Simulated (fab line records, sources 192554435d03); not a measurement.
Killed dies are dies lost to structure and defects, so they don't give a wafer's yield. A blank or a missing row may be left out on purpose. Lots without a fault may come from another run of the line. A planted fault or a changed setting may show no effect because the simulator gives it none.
Which tool did it? | flow n5_finfet | 11 lots, 32 wafers sampled, at 4 steps of a route of 1938

WHAT THE GAUGES READ, wafer by wafer
N5_BEOL_M5_INSPECT_58: inspects for defects (darkfield).
lot  | measured     | on                | raw_defect_count
L817 | day 9 13:35  | defect_inspect-01 | 70 66 80
L819 | day 10 02:32 | defect_inspect-01 | 54 65 62
L815 | day 10 11:37 | defect_inspect-01 | 106 88 158
L822 | day 11 06:41 | defect_inspect-02 | 47 316 54
L830 | day 14 12:29 | defect_inspect-02 | 79 60 70
L832 | day 15 10:36 | defect_inspect-01 | 82 117 69
L835 | day 16 01:25 | defect_inspect-02 | 84 87
L834 | day 16 03:36 | defect_inspect-02 | 69 67 92
L837 | day 16 07:27 | defect_inspect-02 | 77 91 74
L836 | day 16 12:09 | defect_inspect-01 | 71 69 48
L838 | day 17 05:40 | defect_inspect-01 | 75 92 78

WHICH TOOL RAN EACH LOT (tool, then ch and the chambers of the sampled wafers, then the start)
lot  | N5_BEOL_M5_SPUTTER_83        | N5_BEOL_M5_ANNEAL_84         | N5_BEOL_M5_CO_CAP_78
L817 | pvd_sputter-01, day 9 10:19  | pvd_sputter-01, day 9 10:24  | cvd_co-02 ch 0,2, day 9 13:22
L819 | pvd_sputter-02, day 9 23:16  | pvd_sputter-02, day 9 23:20  | cvd_co-01 ch 1,2, day 10 02:19
L815 | pvd_sputter-02, day 10 07:25 | pvd_sputter-02, day 10 07:30 | cvd_co-01 ch 0,2, day 10 11:24
L822 | pvd_sputter-03, day 11 03:14 | pvd_sputter-03, day 11 03:19 | cvd_co-01 ch 0,1, day 11 06:29
L830 | pvd_sputter-01, day 14 09:13 | pvd_sputter-01, day 14 09:18 | cvd_co-02 ch 1,2, day 14 12:16
L832 | pvd_sputter-02, day 15 07:16 | pvd_sputter-02, day 15 07:21 | cvd_co-01 ch 0,2, day 15 10:21
L835 | pvd_sputter-01, day 15 20:14 | pvd_sputter-01, day 15 20:19 | cvd_co-01 ch 1,2, day 16 01:12
L834 | pvd_sputter-02, day 16 00:11 | pvd_sputter-02, day 16 00:16 | cvd_co-01 ch 0,1,2, day 16 03:23
L837 | pvd_sputter-03, day 16 04:11 | pvd_sputter-03, day 16 04:16 | cvd_co-01 ch 1,2, day 16 07:14
L836 | pvd_sputter-03, day 16 08:48 | pvd_sputter-03, day 16 08:53 | cvd_co-01 ch 1,2, day 16 11:56
L838 | pvd_sputter-01, day 17 02:08 | pvd_sputter-01, day 17 02:13 | cvd_co-01 ch 0,1,2, day 17 05:27
- N5_BEOL_M5_SPUTTER_83: material Cu, target thk 15 nm, time 27.62 s.
- N5_BEOL_M5_ANNEAL_84: time 1800 s.
- N5_BEOL_M5_CO_CAP_78: material Co, precursor CCTBA/H2, target thk 2 nm, time 102.1 s.

WHAT THE TOOLS THEMSELVES READ (means of the sampled wafers that have a number; where no wafer has one, the mark that the record gives instead)
N5_BEOL_M5_SPUTTER_83.
lot  | tool           | throttle_valve_pct (%)
L817 | pvd_sputter-01 | 29.6
L819 | pvd_sputter-02 | 29.8
L815 | pvd_sputter-02 | 29.4
L822 | pvd_sputter-03 | 29.9
L830 | pvd_sputter-01 | 29.5
L832 | pvd_sputter-02 | 28.9
L835 | pvd_sputter-01 | 29.4
L834 | pvd_sputter-02 | 29.8
L837 | pvd_sputter-03 | 29.7
L836 | pvd_sputter-03 | 30.0
L838 | pvd_sputter-01 | 29.6

N5_BEOL_M5_ANNEAL_84.
lot  | tool           | heater_power_w (W)
L817 | pvd_sputter-01 | 815
L819 | pvd_sputter-02 | 851
L815 | pvd_sputter-02 | 833
L822 | pvd_sputter-03 | 919
L830 | pvd_sputter-01 | 812
L832 | pvd_sputter-02 | 800
L835 | pvd_sputter-01 | 839
L834 | pvd_sputter-02 | 919
L837 | pvd_sputter-03 | 883
L836 | pvd_sputter-03 | 893
L838 | pvd_sputter-01 | 798

N5_BEOL_M5_CO_CAP_78.
lot  | tool      | heater_power_w (W)
L817 | cvd_co-02 | 239
L819 | cvd_co-01 | 210
L815 | cvd_co-01 | 225
L822 | cvd_co-01 | 233
L830 | cvd_co-02 | 243
L832 | cvd_co-01 | 210
L835 | cvd_co-01 | 204
L834 | cvd_co-01 | 212
L837 | cvd_co-01 | 200
L836 | cvd_co-01 | 209
L838 | cvd_co-01 | 216

THE ANSWER, worked out from the rows above alone
Rule: what is usual is taken from the lots themselves. Put in order of their means at a reading, lots are off if they are a third of the lots or fewer, leave a main group of 4 or more, and stand apart from it by a gap of 3 or more times the standard deviation of the main group's means; of several such gaps the widest counts. A main group whose means are all the same, to the digits that the tables above print for the reading, isn't used. A lot without any number at a reading at which 4 lots or more have one is off too. The other lots that the step has rows for count as sound. The gauges are gone through in route order, then the tools' own readings, and for those a lot's mean is taken as printed above. The first step at which some lot is off is used, and at that step the reading that is off furthest; a lot without a number counts as furthest.
No lot is off at any reading shown: from this, nothing can be told.

WHAT THE SIMULATOR HAD PUT IN
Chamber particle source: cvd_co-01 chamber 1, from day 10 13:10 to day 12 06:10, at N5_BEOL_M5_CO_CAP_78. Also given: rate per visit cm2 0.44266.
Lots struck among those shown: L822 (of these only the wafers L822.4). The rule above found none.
